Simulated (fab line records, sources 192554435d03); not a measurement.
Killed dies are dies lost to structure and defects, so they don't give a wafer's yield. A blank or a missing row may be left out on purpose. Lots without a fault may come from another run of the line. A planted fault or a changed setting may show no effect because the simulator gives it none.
Which tool did it? | flow n5_finfet | 11 lots, 30 wafers sampled, at 4 steps of a route of 1938

WHAT THE GAUGES READ, wafer by wafer
N5_PASSIVATION_CD_MEAS_44: target cd 40000 nm. Usual: cd_nm 40000 nm, standard deviation 2.8.
lot  | measured     | on        | cd_nm (nm)        | flag
L853 | day 13 18:43 | cd_sem-02 | 40002 39997 40000 |
L852 | day 14 01:47 | cd_sem-03 | 39996 40001 40000 |
L854 | day 14 02:20 | cd_sem-03 | 40000 39997 39999 |
L856 | day 14 03:13 | cd_sem-03 | 39994 39996 39995 |
L860 | day 15 03:03 | cd_sem-01 | 40054 40003       | OFF
L861 | day 15 07:57 | cd_sem-02 | 40050 39999       | OFF
L862 | day 15 20:28 | cd_sem-01 | 40056 40002       | OFF
L863 | day 15 23:37 | cd_sem-02 | 40002 40003 40003 |
L866 | day 17 02:27 | cd_sem-03 | 39996 39999 40001 |
L870 | day 17 13:59 | cd_sem-02 | 40000 40000 40000 |
L867 | day 17 15:05 | cd_sem-03 | 39998 40001 40001 |

WHICH TOOL RAN EACH LOT (tool, then ch and the chambers of the sampled wafers, then the start)
lot  | N5_PASSIVATION_DEGAS_18      | N5_PASSIVATION_SPUTTER_20    | N5_PASSIVATION_EXPOSE_41
L853 | pvd_sputter-01, day 13 16:11 | pvd_sputter-01, day 13 16:16 | krf_scanner-01 ch 0, day 13 18:32
L852 | pvd_sputter-02, day 13 23:08 | pvd_sputter-02, day 13 23:13 | krf_scanner-01 ch 0, day 14 01:37
L854 | pvd_sputter-02, day 13 23:41 | pvd_sputter-02, day 13 23:46 | krf_scanner-01 ch 0, day 14 02:10
L856 | pvd_sputter-03, day 14 00:35 | pvd_sputter-03, day 14 00:40 | krf_scanner-02 ch 0, day 14 03:03
L860 | pvd_sputter-02, day 15 00:38 | pvd_sputter-02, day 15 00:43 | krf_scanner-01 ch 0, day 15 02:53
L861 | pvd_sputter-01, day 15 05:10 | pvd_sputter-01, day 15 05:14 | krf_scanner-01 ch 0, day 15 07:47
L862 | pvd_sputter-01, day 15 17:58 | pvd_sputter-01, day 15 18:02 | krf_scanner-01 ch 0, day 15 20:18
L863 | pvd_sputter-03, day 15 20:54 | pvd_sputter-03, day 15 20:59 | krf_scanner-02 ch 0, day 15 23:28
L866 | pvd_sputter-02, day 16 23:48 | pvd_sputter-02, day 16 23:53 | krf_scanner-02 ch 0, day 17 02:16
L870 | pvd_sputter-03, day 17 11:20 | pvd_sputter-03, day 17 11:25 | krf_scanner-02 ch 0, day 17 13:48
L867 | pvd_sputter-03, day 17 12:34 | pvd_sputter-03, day 17 12:39 | krf_scanner-02 ch 0, day 17 14:55
- N5_PASSIVATION_DEGAS_18: time 60 s.
- N5_PASSIVATION_SPUTTER_20: material TaN, target thk 50 nm.
- N5_PASSIVATION_EXPOSE_41: exposes mask PASS OPEN, defocus 0 nm, target cd 40000 nm.

WHAT THE TOOLS THEMSELVES READ (means of the sampled wafers that have a number; where no wafer has one, the mark that the record gives instead)
N5_PASSIVATION_DEGAS_18. Usual: heater_power_w 481 W, standard deviation 30; susceptor_temp_C 300.04 C, standard deviation 0.18.
lot  | tool           | heater_power_w (W) | susceptor_temp_C (C) | flag
L853 | pvd_sputter-01 | 462                | 300.28               |
L852 | pvd_sputter-02 | 464                | 300.04               |
L854 | pvd_sputter-02 | 497                | 299.93               |
L856 | pvd_sputter-03 | 500                | 299.99               |
L860 | pvd_sputter-02 | 478                | 300.03               |
L861 | pvd_sputter-01 | 462                | 299.90               |
L862 | pvd_sputter-01 | 470                | 299.90               |
L863 | pvd_sputter-03 | 513                | 300.12               |
L866 | pvd_sputter-02 | 507                | 300.18               |
L870 | pvd_sputter-03 | 482                | 299.93               |
L867 | pvd_sputter-03 | 454                | 300.00               |

N5_PASSIVATION_SPUTTER_20. Usual: susceptor_temp_C 25.00 C, standard deviation 0.11; throttle_valve_pct 30.0 %, standard deviation 1.2.
lot  | tool           | susceptor_temp_C (C) | throttle_valve_pct (%) | flag
L853 | pvd_sputter-01 | 25.02                | 30.2                   |
L852 | pvd_sputter-02 | 24.97                | 30.0                   |
L854 | pvd_sputter-02 | 25.05                | 28.3                   |
L856 | pvd_sputter-03 | 24.96                | 30.1                   |
L860 | pvd_sputter-02 | 25.10                | 29.5                   |
L861 | pvd_sputter-01 | 25.02                | 30.2                   |
L862 | pvd_sputter-01 | 25.11                | 30.1                   |
L863 | pvd_sputter-03 | 24.93                | 29.8                   |
L866 | pvd_sputter-02 | 25.02                | 29.8                   |
L870 | pvd_sputter-03 | 24.99                | 30.2                   |
L867 | pvd_sputter-03 | 25.08                | 30.5                   |

THE ANSWER, worked out from the rows above alone
Rule: a lot is off if the mean of its wafers that have a number lies more than 3 standard deviations from the usual mean. A lot without any number at a reading at which 4 lots or more have one is off too. The other lots that the step has rows for count as sound. The gauges are gone through in route order, then the tools' own readings, and for those a lot's mean is taken as printed above. The first step at which some lot is off is used, and at that step the reading that is off furthest; a lot without a number counts as furthest.
Off: L860, L861, L862, at N5_PASSIVATION_CD_MEAS_44 (cd_nm).
A tool fits if, at a process step before that reading, it ran every lot that is off, and no sound lot after the first of them. The gauges at N5_PASSIVATION_CD_MEAS_44 are tried like those tools. One fits: krf_scanner-01 at N5_PASSIVATION_EXPOSE_41. Its last sound lot is L854 (day 14 02:10), its first lot that is off L860 (day 15 02:53): a fault that began between those two fits.

WHAT THE SIMULATOR HAD PUT IN
Process parameter drift: krf_scanner-01, from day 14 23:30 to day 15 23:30, at N5_PASSIVATION_EXPOSE_41. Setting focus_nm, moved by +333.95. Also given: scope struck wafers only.
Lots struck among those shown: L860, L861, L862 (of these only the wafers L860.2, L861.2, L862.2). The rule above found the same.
